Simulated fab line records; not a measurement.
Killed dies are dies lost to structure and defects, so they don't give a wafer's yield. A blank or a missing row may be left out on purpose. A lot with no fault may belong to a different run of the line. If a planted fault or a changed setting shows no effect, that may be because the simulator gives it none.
Which tool was responsible? + flow nand-harc + 11 lots, 33 wafers sampled, at 7 steps of a route of 1302

== WHAT THE GAUGES SHOWED, per wafer ==
NHARC_A_SGD_CUT_THK_MEAS_22: measures by ellipsometry. Usual: thk-nm at 148.6 nm, with a standard deviation of 1.3.
| lot  | measured     | on            | thk-nm (nm)       | flag |
|------|--------------|---------------|-------------------|------|
| L939 | day 20 10:14 | film-metro-01 | 146.4 150.1 147.1 |      |
| L936 | day 20 10:14 | film-metro-02 | 148.5 147.1 148.2 |      |
| L941 | day 21 00:43 | film-metro-01 | 151.0 149.6 147.0 |      |
| L942 | day 21 22:04 | film-metro-01 | 149.4 147.1 148.0 |      |
| L949 | day 25 09:46 | film-metro-01 | 149.1 147.1 150.1 |      |
| L951 | day 26 02:42 | film-metro-01 | 147.2 149.3 148.1 |      |
| L954 | day 27 05:58 | film-metro-01 | 149.2 148.3 147.6 |      |
| L956 | day 27 06:07 | film-metro-02 | 148.2 149.1 148.5 |      |
| L953 | day 27 06:07 | film-metro-01 | 147.5 146.2 149.9 |      |
| L957 | day 28 09:35 | film-metro-01 | 148.6 148.6 147.2 |      |
| L959 | day 29 09:02 | film-metro-01 | 151.6 149.4 147.4 |      |

NHARC_A_SLIT_INSPECT_11. Usual: raw-defect-count at 60, with a standard deviation of 32.
| lot  | measured     | on                | raw-defect-count | flag |
|------|--------------|-------------------|------------------|------|
| L939 | day 20 15:39 | defect-inspect-01 | 73 60 60         |      |
| L936 | day 20 16:15 | defect-inspect-01 | 63 89 69         |      |
| L941 | day 21 06:07 | defect-inspect-02 | 64 62 56         |      |
| L942 | day 22 03:25 | defect-inspect-01 | 60 74 57         |      |
| L949 | day 25 15:17 | defect-inspect-01 | 446 485 449      | OFF  |
| L951 | day 26 11:34 | defect-inspect-01 | 450 474 446      | OFF  |
| L954 | day 27 11:29 | defect-inspect-02 | 50 77 60         |      |
| L956 | day 27 11:49 | defect-inspect-02 | 29 23 29         |      |
| L953 | day 27 15:12 | defect-inspect-01 | 18 24 25         |      |
| L957 | day 28 15:19 | defect-inspect-01 | 55 46 62         |      |
| L959 | day 29 15:13 | defect-inspect-01 | 78 85 88         |      |

NHARC_A_SIN_REMOVE_INSPECT_04. Usual: raw-defect-count at 377, with a standard deviation of 76.
| lot  | measured     | on                | raw-defect-count | flag |
|------|--------------|-------------------|------------------|------|
| L939 | day 21 04:45 | defect-inspect-01 | 355 300 353      |      |
| L936 | day 21 04:45 | defect-inspect-02 | 352 359 281      |      |
| L941 | day 21 20:39 | defect-inspect-02 | 417 382 347      |      |
| L942 | day 22 16:49 | defect-inspect-02 | 380 329 374      |      |
| L949 | day 26 04:32 | defect-inspect-01 | 772 834 862      | OFF  |
| L951 | day 27 00:35 | defect-inspect-01 | 783 806 741      | OFF  |
| L954 | day 28 00:25 | defect-inspect-02 | 401 427 374      |      |
| L956 | day 28 04:21 | defect-inspect-02 | 529 307 379      |      |
| L953 | day 28 08:07 | defect-inspect-02 | 259 249 348      |      |
| L957 | day 29 07:32 | defect-inspect-02 | 308 252 320      |      |
| L959 | day 30 04:13 | defect-inspect-02 | 427 438 418      |      |

NHARC_END_SORT_01. Usual: killed-at-array 58, standard deviation 20; killed-at-other 0.8, standard deviation 1; killed-at-periphery 4.6, standard deviation 2.8; killed-dies 63, standard deviation 19; killed-open 3.4, standard deviation 2; killed-short 2.4, standard deviation 1.8.
| lot  | measured     | on        | killed-at-array | killed-at-other | killed-at-periphery | killed-dies | killed-open | killed-short | flag |
|------|--------------|-----------|-----------------|-----------------|---------------------|-------------|-------------|--------------|------|
| L949 | day 30 06:06 | prober-02 | 126 128 119     | 0 1 0           | 4 6 0               | 130 135 119 | 5 8 3       | 1 0 1        | OFF  |
| L951 | day 30 21:44 | prober-01 | 131 161 122     | 1 2 0           | 3 3 6               | 135 166 128 | 4 1 7       | 2 1 2        | OFF  |

== WHICH TOOL RAN EACH LOT (tool, then ch and the chambers of the sampled wafers, then the start) ==
| lot  | NHARC_A_SGD_CUT_ETCHBACK_24        | NHARC_A_SLIT_DEP_00           | NHARC_A_SLIT_DEP_23             |
|------|------------------------------------|-------------------------------|---------------------------------|
| L939 | rie-diel-09 ch 1,2,3, day 20 10:29 | acl-dep-03 ch 0, day 20 11:07 | pecvd-04 ch 0,1, day 20 14:54   |
| L936 | rie-diel-05 ch 0,1,2, day 20 10:32 | acl-dep-02 ch 0, day 20 13:32 | pecvd-01 ch 0,1,2, day 20 15:31 |
| L941 | rie-diel-09 ch 0,2,3, day 21 00:58 | acl-dep-01 ch 0, day 21 01:35 | pecvd-01 ch 0,1,2, day 21 05:22 |
| L942 | rie-diel-05 ch 0,1,2, day 21 22:19 | acl-dep-01 ch 0, day 22 00:49 | pecvd-04 ch 0,1,2, day 22 02:49 |
| L949 | rie-diel-09 ch 2,3, day 25 09:59   | acl-dep-03 ch 0, day 25 11:16 | pecvd-04 ch 0,1,2, day 25 14:30 |
| L951 | rie-diel-09 ch 1,2,3, day 26 02:55 | acl-dep-03 ch 0, day 26 07:36 | pecvd-04 ch 0,1,2, day 26 10:45 |
| L954 | rie-diel-09 ch 0,1,3, day 27 06:13 | acl-dep-03 ch 0, day 27 07:32 | pecvd-03 ch 0,2, day 27 10:43   |
| L956 | rie-diel-09 ch 0,1, day 27 06:20   | acl-dep-01 ch 0, day 27 08:24 | pecvd-01 ch 1,2, day 27 10:56   |
| L953 | rie-diel-05 ch 1,3, day 27 06:22   | acl-dep-03 ch 0, day 27 11:55 | pecvd-03 ch 0,1,2, day 27 14:24 |
| L957 | rie-diel-09 ch 1,2,3, day 28 09:50 | acl-dep-03 ch 0, day 28 12:32 | pecvd-04 ch 0,1,2, day 28 14:34 |
| L959 | rie-diel-12 ch 0,3, day 29 09:16   | acl-dep-02 ch 0, day 29 10:45 | pecvd-03 ch 1,2, day 29 14:34   |
- NHARC_A_SGD_CUT_ETCHBACK_24: etches the open film in CH3F/O2, target depth 50 nm, time 92.857 s.
- NHARC_A_SLIT_DEP_00: deposits aC, target thk 6200 nm.
- NHARC_A_SLIT_DEP_23: deposits SiON, target thk 100 nm.

== AS READ BY THE TOOLS THEMSELVES (means over the sampled wafers that have a number; for cases with no such wafer, the mark the record gives instead) ==
NHARC_A_SGD_CUT_ETCHBACK_24. Usual: drypump-motor-current-A 5.7 A, standard deviation 0.5; oes-product-au 0.97 a.u., standard deviation 0.037; rf-fwd-power-W 496.0 W, standard deviation 1.6; rf-vpp-V 244.1 V, standard deviation 1.6; showerhead-plenum-p-Torr 2.44 Torr, standard deviation 0.1; throttle-valve-pct 20.663 %, standard deviation 0.0083.
| lot  | tool        | drypump-motor-current-A (A) | oes-product-au (a.u.) | rf-fwd-power-W (W) | rf-vpp-V (V) | showerhead-plenum-p-Torr (Torr) | throttle-valve-pct (%) | flag |
|------|-------------|-----------------------------|-----------------------|--------------------|--------------|---------------------------------|------------------------|------|
| L939 | rie-diel-09 | 6.3                         | 0.92                  | 496.5              | 244.8        | 2.47                            | 20.663                 |      |
| L936 | rie-diel-05 | 5.4                         | 0.95                  | 496.2              | 244.5        | 2.46                            | 20.657                 |      |
| L941 | rie-diel-09 | 6.2                         | 0.98                  | 496.4              | 243.1        | 2.41                            | 20.657                 |      |
| L942 | rie-diel-05 | 5.4                         | 0.99                  | 495.8              | 244.4        | 2.46                            | 20.672                 |      |
| L949 | rie-diel-09 | 6.4                         | 1.01                  | 496.0              | 242.6        | 2.38                            | 20.664                 |      |
| L951 | rie-diel-09 | 6.3                         | 1.00                  | 494.4              | 244.9        | 2.46                            | 20.662                 |      |
| L954 | rie-diel-09 | 6.0                         | 0.98                  | 495.9              | 243.7        | 2.40                            | 20.668                 |      |
| L956 | rie-diel-09 | 5.8                         | 1.00                  | 495.8              | 244.6        | 2.43                            | 20.656                 |      |
| L953 | rie-diel-05 | 5.1                         | 0.93                  | 497.3              | 242.9        | 2.37                            | 20.661                 |      |
| L957 | rie-diel-09 | 6.3                         | 1.00                  | 497.3              | 243.9        | 2.46                            | 20.669                 |      |
| L959 | rie-diel-12 | 5.7                         | 0.92                  | 494.8              | 241.8        | 2.33                            | 20.654                 |      |

NHARC_A_SLIT_DEP_00. Usual: throttle-valve-pct at 35.001 %, with a standard deviation of 0.0099.
| lot  | tool       | throttle-valve-pct (%) | flag |
|------|------------|------------------------|------|
| L939 | acl-dep-03 | 34.992                 |      |
| L936 | acl-dep-02 | 34.994                 |      |
| L941 | acl-dep-01 | 34.997                 |      |
| L942 | acl-dep-01 | 34.997                 |      |
| L949 | acl-dep-03 | 35.006                 |      |
| L951 | acl-dep-03 | 35.008                 |      |
| L954 | acl-dep-03 | 35.003                 |      |
| L956 | acl-dep-01 | 34.999                 |      |
| L953 | acl-dep-03 | 35.000                 |      |
| L957 | acl-dep-03 | 35.002                 |      |
| L959 | acl-dep-02 | 34.996                 |      |

NHARC_A_SLIT_DEP_23. Usual: heater-power-w 741 W, standard deviation 91; rf-fwd-power-W 348.6 W, standard deviation 1.1.
| lot  | tool     | heater-power-w (W) | rf-fwd-power-W (W) | flag |
|------|----------|--------------------|--------------------|------|
| L939 | pecvd-04 | 649                | 348.5              |      |
| L936 | pecvd-01 | 856                | 349.4              |      |
| L941 | pecvd-01 | 798                | 349.9              |      |
| L942 | pecvd-04 | 772                | 347.9              |      |
| L949 | pecvd-04 | 721                | 349.0              |      |
| L951 | pecvd-04 | 781                | 349.2              |      |
| L954 | pecvd-03 | 672                | 348.1              |      |
| L956 | pecvd-01 | 791                | 348.7              |      |
| L953 | pecvd-03 | 673                | 348.7              |      |
| L957 | pecvd-04 | 774                | 347.4              |      |
| L959 | pecvd-03 | 667                | 348.2              |      |

== THE ANSWER, worked out from the rows above alone ==
Rule: lot off if the mean of its wafers having a number is beyond 3 standard deviations from the usual mean. Also off: a lot with no number at a reading for which 4 or more lots have one. Any other lot the step has rows for is counted as sound. Order of review: gauges by route order, followed by the tools' own readings, for which a lot's mean as printed above is used. The first step at which some lot is off is used, and at that step the reading that is off furthest; a lot without a number counts as furthest.
Off, at NHARC_A_SLIT_INSPECT_11 on raw-defect-count: L949, L951.
A tool fits if, at a process step before that reading, it ran every lot that is off, and no sound lot after the first of them. The gauges at NHARC_A_SLIT_INSPECT_11 aren't tried: what is off there is off at NHARC_END_SORT_01 too, on other tools, and a gauge's error can't cause that. Of those tried, none fits.

== WHAT THE SIMULATOR HAD PUT IN ==
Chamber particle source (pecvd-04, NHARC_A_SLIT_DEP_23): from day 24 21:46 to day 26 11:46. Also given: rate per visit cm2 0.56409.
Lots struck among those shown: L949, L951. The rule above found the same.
